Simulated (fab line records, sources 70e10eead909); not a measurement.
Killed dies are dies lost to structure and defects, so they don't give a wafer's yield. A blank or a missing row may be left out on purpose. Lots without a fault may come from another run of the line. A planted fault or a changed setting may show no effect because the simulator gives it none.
fab line records | flow nand_harc
record lots=7 wafers=19 last_day=33
route steps=1302 shown A_CONTACT@989 END@1302
lots that met no fault: from a run of the same line without faults
start_h: hours from the record's first day to the start of the lot's first wafer shown | wait_h: hours since the lot's step before | " the same as in the row above | L1.1+2: a row that stands for several wafers | - no value, or no start given | * or withheld: withheld | < > ~ a bound
route shown NAME@n: a module of which the file shows steps, and the number in the route of the first | usual: mean/standard deviation of fault-free wafers | same: alike in all rows | chamber/n: place in a boat | sites: the reading at each site | _std_site: their standard deviation | _edge_site: outer sites' mean less inner sites' | radius_mm: how far each site lies from the wafer's centre | mask NAME#n: copy n | behind: the tool/chamber that last shaped the wafer | hold: why the lot was held/for how many hours/how that ended | device: the transistor (n, p or np) that didn't switch | end of line: the same wafers' tests at the end of the route | a step without rows: its recipe alone | killed: dies lost to structure and defects at the first sort, not the wafer's yield | map: a wafer's dies, x killed, . not, _ none there
set.NAME: the setting as run; set.NAME@STEP: as run at that earlier step | model.NAME: the simulator's own value behind a step, which no gauge read
lots at some steps of the route; a table a step, a row a wafer
services: from which hour (start_h, from the record's first day; less than 0 if before it) a tool's chamber was out of use, for how many hours, and why
## steps
# step NHARC_A_CONTACT_COAT_34
# recipe temp_c=260 time_s=75
# step NHARC_A_CONTACT_COAT_35
# recipe temp_c=225 time_s=65
# step NHARC_A_CONTACT_COAT_36
# recipe spin_rpm=1500 resist_thk_nm=90
# step NHARC_A_CONTACT_SOFTBAKE_37
# recipe temp_c=105 time_s=55
# step NHARC_A_CONTACT_EBR_38
# step NHARC_A_CONTACT_EXPOSE_39
# recipe na=1.35 sigma_outer=0.8 dose_mj=58.79 mask_id=A_CC_3
# step NHARC_A_CONTACT_PEB_40
# recipe peb_temp_c=100 peb_time_s=65
# step NHARC_A_CONTACT_DEVELOP_41
# recipe develop_time_s=35 dev_temp_c=23
# step NHARC_A_CONTACT_CD_MEAS_42
# recipe target_cd_nm=300 landing_energy_ev=500
# usual cd_nm=300.2/0.99
# same landing_energy_ev=500
# columns lot.wafer tool chamber start_h wait_h cd_nm
L632.2 cd_sem-02 0 509.79 - 299.7
L632.5 " 0 " " 300.4
L632.6 " 0 " " 299.8
L638.1 cd_sem-01 0 569.41 - 300.2
L638.4 " 0 " " 300.2
L638.5 " 0 " " 299.5
L643.1 cd_sem-02 0 639.32 - 300.0
L643.2 " 0 " " 299.3
L646.3 cd_sem-01 0 645.60 - 301.0
L646.4 " 0 " " 301.8
L646.6 " 0 " " 300.0
L645.2 cd_sem-03 0 653.67 - 300.5
L645.3 " 0 " " 301.4
L652.1 cd_sem-01 0 710.24 - 302.3
L652.2 " 0 " " 302.4
L652.5 " 0 " " 302.1
L653.2 cd_sem-02 0 710.40 - 299.6
L653.3 " 0 " " 299.7
L653.6 " 0 " " 298.9
# step NHARC_A_CONTACT_OVL_MEAS_43
# usual overlay_x_nm=0.0/1 overlay_y_nm=0.1/0.87
# columns lot.wafer tool chamber start_h wait_h overlay_x_nm overlay_y_nm
L632.2 overlay-01 - 509.88 - 0.8 0.5
L632.5 " - " " 1.0 0.7
L632.6 " - " " 1.1 1.0
L638.1 overlay-01 - 569.50 - -0.7 1.2
L638.4 " - " " -1.6 1.7
L638.5 " - " " -0.4 0.6
L643.1 overlay-01 - 639.41 - -1.7 -1.2
L643.2 " - " " -2.0 -0.6
L646.3 overlay-01 - 645.68 - -1.6 -1.3
L646.4 " - " " -1.3 -1.5
L646.6 " - " " -1.8 -0.2
L645.2 overlay-02 - 653.75 - 1.1 -1.0
L645.3 " - " " 1.4 -0.4
L652.1 overlay-01 - 710.33 - 0.9 0.0
L652.2 " - " " 0.6 1.0
L652.5 " - " " 0.8 0.2
L653.2 overlay-02 - 710.49 - 2.7 0.4
L653.3 " - " " 2.3 1.0
L653.6 " - " " 1.9 0.3
# step NHARC_A_CONTACT_INSPECT_44
# usual raw_defect_count=78/38
# columns lot.wafer tool chamber start_h wait_h raw_defect_count
L632.2 defect_inspect-01 - 509.91 0.0 88
L632.5 " - " " 101
L632.6 " - " " 126
L638.1 defect_inspect-02 - 569.54 0.0 27
L638.4 " - " " 33
L638.5 " - " " 26
L643.1 defect_inspect-02 - 639.45 0.0 55
L643.2 " - " " 56
L646.3 defect_inspect-01 - 645.72 0.0 96
L646.4 " - " " 98
L646.6 " - " " 101
L645.2 defect_inspect-01 - 653.79 0.0 64
L645.3 " - " " 68
L652.1 defect_inspect-02 - 710.37 0.0 67
L652.2 " - " " 40
L652.5 " - " " 73
L653.2 defect_inspect-02 - 710.52 0.0 73
L653.3 " - " " 71
L653.6 " - " " 81
# step NHARC_A_CONTACT_DESCUM_47
# recipe time_s=3 o2_flow_sccm=200 ar_flow_sccm=0 bias_power_w=0 chemistry=O2
# usual drypump_motor_current_A=5.6/0.57 oes_product_au=1.006/0.012 rf_vpp_V=57.8/0.83 showerhead_plenum_p_Torr=1.93/0.082 throttle_valve_pct=11.312/0.0098
# columns lot.wafer tool chamber start_h wait_h drypump_motor_current_A oes_product_au rf_hours_counter_h rf_vpp_V showerhead_plenum_p_Torr throttle_valve_pct
L632.2 rie_diel-02 0 509.97 0.1 4.9 1.009 16 58.4 1.93 11.314
L632.6 " 0 " " 4.9 1.006 - 58.2 1.93 11.298
L632.5 " 1 " " 5.7 1.023 - 57.5 1.90 11.298
L638.1 rie_diel-01 3 569.60 0.1 5.3 1.006 0 57.7 1.93 11.317
L638.4 " 2 " " 6.5 0.999 0 57.4 1.86 11.321
L638.5 " 0 " " 5.1 0.992 - 57.8 2.02 11.319
L643.2 rie_diel-02 2 639.51 0.1 5.2 0.997 12 58.0 2.07 11.304
L643.1 " 3 " " 6.5 1.006 8 57.5 1.88 11.317
L646.4 rie_diel-02 2 645.79 0.1 5.2 1.001 13 57.8 2.07 11.322
L646.3 " 3 " " 6.4 1.009 9 57.1 1.87 11.321
L646.6 " 1 " " 5.7 1.013 - 56.4 1.89 11.325
L645.3 rie_diel-02 0 653.85 0.1 4.9 1.031 14 58.8 1.92 11.310
L645.2 " 3 " " 6.5 1.013 12 58.0 1.87 11.300
L652.1 rie_diel-02 2 710.43 0.1 5.2 1.000 30 57.2 2.07 11.323
L652.2 " 1 " " 5.8 1.008 31 57.1 1.89 11.313
L652.5 " 3 " " 6.5 0.997 - 57.3 1.87 11.314
L653.2 rie_diel-13 1 710.58 0.1 6.5 1.005 2 58.8 2.04 11.313
L653.3 " 2 " " 5.4 0.975 1 57.5 1.80 11.324
L653.6 " 1 " " 6.5 0.996 - 58.9 2.04 11.326
# step NHARC_A_CONTACT_ETCH_48
# recipe target_depth_a=390 over_etch_frac=0.3 time_s=65 ion_energy_ev=80 cf4_flow_sccm=150 ar_flow_sccm=0 rf_w=300 bias_w=100 chemistry=CF4
# usual drypump_motor_current_A=5.6/0.56 oes_product_au=1.006/0.012 rf_vpp_V=151.6/1.2 run_length_s=86.4/0.59 showerhead_plenum_p_Torr=1.79/0.072 throttle_valve_pct=13.284/0.0086
# columns lot.wafer tool chamber start_h wait_h drypump_motor_current_A oes_product_au rf_hours_counter_h rf_vpp_V run_length_s showerhead_plenum_p_Torr throttle_valve_pct
L632.2 rie_diel-02 1 510.06 0.1 5.7 1.023 14 150.9 86.6 1.76 13.287
L632.6 " 1 " " 5.8 1.015 - 151.4 86.5 1.76 13.278
L632.5 " 2 " " 5.2 1.003 - 150.8 85.3 1.64 13.290
L638.4 rie_diel-01 1 569.69 0.1 5.7 0.997 0 151.4 87.3 1.80 13.288
L638.1 " 2 " " 6.5 0.997 0 150.8 86.1 1.72 13.273
L638.5 " 0 " " 5.1 0.989 - 152.1 86.2 1.86 13.287
L643.2 rie_diel-02 0 639.60 0.1 4.9 1.024 11 151.9 86.6 1.77 13.275
L643.1 " 1 " " 5.7 1.009 13 150.6 134.4 1.75 13.285
L646.3 rie_diel-02 3 645.87 0.1 6.4 1.020 9 150.2 134.2 1.74 13.288
L646.4 " 0 " " 4.8 1.010 12 151.0 86.6 1.77 13.287
L646.6 " 2 " " 5.2 0.991 - 152.2 85.3 1.90 13.287
L645.2 rie_diel-02 0 653.95 0.1 4.9 1.007 14 150.5 86.6 1.77 13.303
L645.3 " 1 " " 5.7 0.995 16 151.1 134.9 1.75 13.282
L652.2 rie_diel-02 0 710.51 0.1 4.9 1.026 27 153.1 86.8 1.77 13.272
L652.1 " 1 " " 5.8 1.011 31 150.0 86.6 1.75 13.290
L652.5 " 0 " " 4.9 1.017 - 150.9 86.7 1.77 13.282
L653.3 rie_diel-13 1 710.67 0.1 6.5 0.992 2 152.4 86.6 1.88 13.281
L653.2 " 2 " " 5.4 0.981 1 150.2 86.4 1.68 13.273
L653.6 " 0 " " 5.9 1.000 - 152.0 87.2 1.84 13.287
# step NHARC_A_CONTACT_ETCH_49
# recipe target_depth_a=2600 over_etch_frac=0.3 time_s=475.3 ion_energy_ev=200 n2_flow_sccm=150 h2_flow_sccm=150 ar_flow_sccm=0 rf_w=400 bias_w=150 chemistry=N2/H2
# usual drypump_motor_current_A=5.6/0.57 h2_flow_sccm=150.0/0.47 n2_flow_sccm=150.0/0.41 oes_product_au=1.005/0.013 rf_vpp_V=431.2/2.6 run_length_s=496.7/0.56 showerhead_plenum_p_Torr=2.06/0.091 throttle_valve_pct=14.171/0.01
# columns lot.wafer tool chamber start_h wait_h drypump_motor_current_A h2_flow_sccm n2_flow_sccm oes_product_au rf_hours_counter_h rf_vpp_V run_length_s showerhead_plenum_p_Torr throttle_valve_pct
L632.2 rie_diel-02 0 - - 4.9 149.7 149.5 1.007 16 431.6 497.2 2.06 14.168
L632.5 " 0 " " 4.9 148.8 149.5 1.023 - 431.6 497.1 2.06 14.170
L632.6 " 1 " " 5.8 149.6 151.1 1.027 - 429.6 497.0 2.03 14.191
L638.1 rie_diel-01 2 - - 6.5 150.2 150.3 0.990 0 429.6 497.0 1.98 14.177
L638.4 " 3 " " 5.3 150.3 150.7 1.007 0 430.3 496.5 2.06 14.162
L638.5 " 2 " " 6.5 150.2 149.8 0.996 - 427.2 496.8 1.98 14.147
L643.1 rie_diel-02 3 - - 6.4 150.6 150.2 1.014 8 429.3 496.9 2.00 14.171
L643.2 " 2 " " 5.2 150.5 149.7 0.997 12 435.0 495.5 2.21 14.173
L646.3 rie_diel-02 2 - - 5.2 150.3 149.6 0.998 14 435.6 495.5 2.21 14.160
L646.4 " 3 " " 6.5 150.9 150.1 1.017 9 428.5 496.8 2.00 14.188
L646.6 " 2 " " 5.2 150.0 150.0 1.002 - 434.9 496.1 2.21 14.158
L645.2 rie_diel-02 1 - - 5.8 149.9 150.3 1.011 16 428.6 497.3 2.02 14.179
L645.3 " 2 " " 5.1 149.4 149.8 0.989 16 435.3 496.0 2.21 14.173
L652.1 rie_diel-02 2 - - 5.2 149.8 149.6 1.008 30 435.4 495.8 2.21 14.172
L652.2 " 0 " " 4.9 149.7 150.0 1.025 27 430.0 497.3 2.04 14.174
L652.5 " 2 " " 5.2 149.6 149.8 1.011 - 436.2 495.9 2.21 14.180
L653.3 rie_diel-13 1 - - 6.6 150.3 149.8 0.995 2 434.1 496.2 2.18 14.188
L653.2 " 0 " " 5.9 150.2 149.6 1.007 2 434.4 497.2 2.14 14.159
L653.6 " 1 " " 6.5 150.9 150.3 0.990 - 434.1 496.2 2.18 14.172
# step NHARC_END_SORT_01
# recipe temp_c=25
# usual killed_at_array=56/20 killed_at_other=0.9/1.1 killed_at_periphery=3.7/3 killed_dies=61/21 killed_open=2.9/1.6 killed_short=2.6/1.4
# same gross_dies=677
# columns lot.wafer tool chamber start_h wait_h killed_at_array killed_at_other killed_at_periphery killed_dies killed_open killed_short
L632.2 prober-01 0 588.99 2.8 61 1 2 64 5 2
L632.5 prober-01 0 591.36 3.7 41 0 1 42 1 4
L632.6 prober-01 0 592.15 4.0 63 2 1 66 1 2
L638.1 prober-01 0 640.07 2.5 34 0 1 35 4 3
L638.4 prober-01 0 642.47 3.4 55 0 3 58 3 3
L638.5 prober-01 0 643.26 3.7 30 0 2 32 3 1
L645.2 prober-02 0 725.63 2.8 34 0 4 38 5 4
L645.3 prober-02 0 726.42 3.1 32 0 2 34 4 0
L653.2 prober-01 0 780.18 2.8 60 1 5 66 4 4
L653.3 prober-01 0 780.97 3.1 51 0 2 53 2 3
L653.6 prober-01 0 783.36 4.0 46 1 1 48 3 0
L652.1 prober-02 0 780.76 2.5 48 0 0 48 1 1
L652.2 prober-02 0 781.56 2.8 31 3 4 38 4 2
L652.5 prober-02 0 783.97 3.7 47 2 3 52 4 3
# killed by level:class
L632.2 A_CHANNEL_HOLE_D1:chamber_film_flake=25 A_CHANNEL_HOLE_D2:chamber_film_flake=21 A_CONTACT:chamber_film_flake=9 P_GATE:geometric_particle:open=1 P_CONTACT:geometric_particle:open=1 A_CHANNEL_FILL_D1:geometric_particle:open=1 A_DECK1_JOINT:geometric_particle:short=1 A_STAIRCASE:geometric_particle:open=1
L632.5 A_CHANNEL_HOLE_D2:chamber_film_flake=15 A_CHANNEL_HOLE_D1:chamber_film_flake=10 A_CONTACT:chamber_film_flake=7 A_STAIRCASE:chamber_film_flake=2 A_WL_FILL:chamber_film_flake=2 A_DECK1_JOINT:geometric_particle:short=1 A_CHANNEL_HOLE_D2:geometric_particle:short=1 A_SLIT:geometric_particle:short=1
L632.6 A_CHANNEL_HOLE_D2:chamber_film_flake=31 A_CHANNEL_HOLE_D1:chamber_film_flake=15 A_CONTACT:chamber_film_flake=11 THIN_TSV:chamber_film_flake=2 P_M0:geometric_particle:open=1 A_DECK1_JOINT:geometric_particle:short=1 A_CHANNEL_FILL_D2:geometric_particle:short=1 A_CHANNEL_FILL_D1:chamber_film_flake=1
L638.1 A_CHANNEL_HOLE_D2:chamber_film_flake=11 A_CONTACT:chamber_film_flake=5 A_SGD_CUT:chamber_film_flake=3 A_WL_FILL:chamber_film_flake=3 A_CHANNEL_FILL_D1:chamber_film_flake=2 A_ONON_D1:geometric_particle:open=1 A_CHANNEL_FILL_D1:geometric_particle:short=1 A_DECK1_JOINT:geometric_particle:short=1
L638.4 A_CONTACT:chamber_film_flake=21 A_CHANNEL_HOLE_D2:chamber_film_flake=20 A_CHANNEL_HOLE_D1:chamber_film_flake=5 A_SGD_CUT:chamber_film_flake=2 P_GATE:geometric_particle:short=1 P_M0:geometric_particle:open=1 A_CHANNEL_FILL_D1:geometric_particle:short=1 A_CHANNEL_FILL_D2:geometric_particle:open=1
L638.5 A_CONTACT:chamber_film_flake=9 A_CHANNEL_HOLE_D2:chamber_film_flake=6 A_CHANNEL_HOLE_D1:chamber_film_flake=4 A_SGD_CUT:chamber_film_flake=4 A_CHANNEL_FILL_D1:chamber_film_flake=2 P_M2:geometric_particle:open=1 A_SOURCE_PLATE:geometric_particle:open=1 A_CHANNEL_FILL_D1:geometric_particle:open=1
L645.2 A_CHANNEL_HOLE_D1:chamber_film_flake=16 A_DECK1_JOINT:chamber_film_flake=3 A_STAIRCASE:chamber_film_flake=3 P_CONTACT:geometric_particle:open=2 A_SLIT:chamber_film_flake=2 A_CHANNEL_FILL_D1:geometric_particle:short=1 A_DECK1_JOINT:geometric_particle:short=1 A_CHANNEL_FILL_D2:geometric_particle:short=1
L645.3 A_CHANNEL_HOLE_D1:chamber_film_flake=21 A_STAIRCASE:chamber_film_flake=3 P_CONTACT:geometric_particle:open=1 A_ONON_D2:geometric_particle:open=1 A_SLIT:geometric_particle:open=1 A_BLC:geometric_particle:open=1 P_ZERO_WELL:chamber_film_flake=1 A_DECK1_JOINT:chamber_film_flake=1
L653.2 A_SLIT:chamber_film_flake=35 A_CHANNEL_HOLE_D1:chamber_film_flake=12 A_CONTACT:chamber_film_flake=4 A_CHANNEL_HOLE_D2:geometric_particle:short=2 A_CHANNEL_HOLE_D2:chamber_film_flake=2 P_CONTACT:geometric_particle:open=1 P_M0:geometric_particle:open=1 P_M0:geometric_particle:short=1
L652.1 A_CHANNEL_HOLE_D2:chamber_film_flake=33 A_SLIT:chamber_film_flake=7 A_ZERO_WELL:chamber_film_flake=2 A_SGD_CUT:chamber_film_flake=2 A_WL_FILL:geometric_particle:short=1 A_BLC:geometric_particle:open=1 A_DECK1_JOINT:chamber_film_flake=1 A_CONTACT:chamber_film_flake=1
L653.3 A_SLIT:chamber_film_flake=27 A_CHANNEL_HOLE_D1:chamber_film_flake=14 A_CONTACT:chamber_film_flake=4 P_CONTACT:geometric_particle:short=1 P_CONTACT:geometric_particle:open=1 A_DECK1_JOINT:geometric_particle:open=1 A_SGD_CUT:geometric_particle:short=1 A_M0:geometric_particle:short=1
L652.2 A_CHANNEL_HOLE_D2:chamber_film_flake=22 A_SLIT:chamber_film_flake=3 STARTING-WAFER:geometric_particle:open=2 A_ZERO_WELL:chamber_film_flake=2 P_M0:geometric_particle:open=1 A_ONON_D1:geometric_particle:short=1 A_CONTACT:geometric_particle:open=1 P_STI:chamber_film_flake=1
L653.6 A_SLIT:chamber_film_flake=31 A_CHANNEL_HOLE_D1:chamber_film_flake=9 A_DECK1_JOINT:chamber_film_flake=2 P_M0:geometric_particle:open=1 A_DECK1_JOINT:geometric_particle:open=1 A_BLC:geometric_particle:open=1 A_CHANNEL_FILL_D1:chamber_film_flake=1 A_CONTACT:chamber_film_flake=1
L652.5 A_CHANNEL_HOLE_D2:chamber_film_flake=32 A_CHANNEL_HOLE_D1:chamber_film_flake=4 A_SLIT:chamber_film_flake=3 A_WL_FILL:geometric_particle:short=2 THIN_TSV:chamber_film_flake=2 P_M1:geometric_particle:open=1 A_SOURCE_PLATE:geometric_particle:open=1 A_CHANNEL_FILL_D1:geometric_particle:open=1
## services
# columns tool chamber start_h hours kind
rie_diel-02 1 487.23 6.2 repair
rie_diel-02 0 500.86 - clean
rie_diel-02 1 500.86 - clean
rie_diel-02 2 500.86 - clean
rie_diel-02 3 500.86 - clean
rie_diel-13 - 519.07 9.0 pm
rie_diel-02 3 524.81 10.6 repair
rie_diel-02 0 525.36 - clean
rie_diel-02 1 525.36 - clean
rie_diel-02 2 525.36 - clean
rie_diel-13 3 543.83 9.8 repair
rie_diel-02 2 547.21 2.3 repair
rie_diel-02 0 549.86 - clean
rie_diel-01 - 559.24 9.0 pm
rie_diel-02 - 570.71 9.0 pm
rie_diel-02 - 599.33 2.7 repair
rie_diel-13 2 615.96 3.5 repair
rie_diel-01 1 618.38 3.1 repair
rie_diel-02 3 624.85 8.1 repair
rie_diel-01 0 644.13 5.0 repair
rie_diel-01 - 644.34 1.1 repair
rie_diel-01 - 688.31 0.2 repair
rie_diel-13 - 696.07 9.0 pm
rie_diel-02 3 699.41 8.9 repair
## key
first_sign step=NHARC_A_CONTACT_ETCH_48 reading=run_length_s direction=up sigmas=81 usual=* struck=*
effect none on later readings
met_at NHARC_A_CONTACT_ETCH_48
struck_wafers L643.1,L645.3,L646.3
tester_left_out L643,L645,L646
onset_between 510.06 639.60
fault kind=process_parameter_drift tool=rie_diel-02 chamber=- onset_h=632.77 steps=NHARC_A_CONTACT_ETCH_48 channel=time_s offset=* shape=step end_h=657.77 scope=struck_wafers_only acts_in=* stated=*
# tester_left_out: of these lots the tester's yield and bins aren't shown, on N5 and GAA mostly nor the transistor test; their killed dies are dies lost to structure and defects alone, not to doping, threshold or leakage, so they don't give the yield
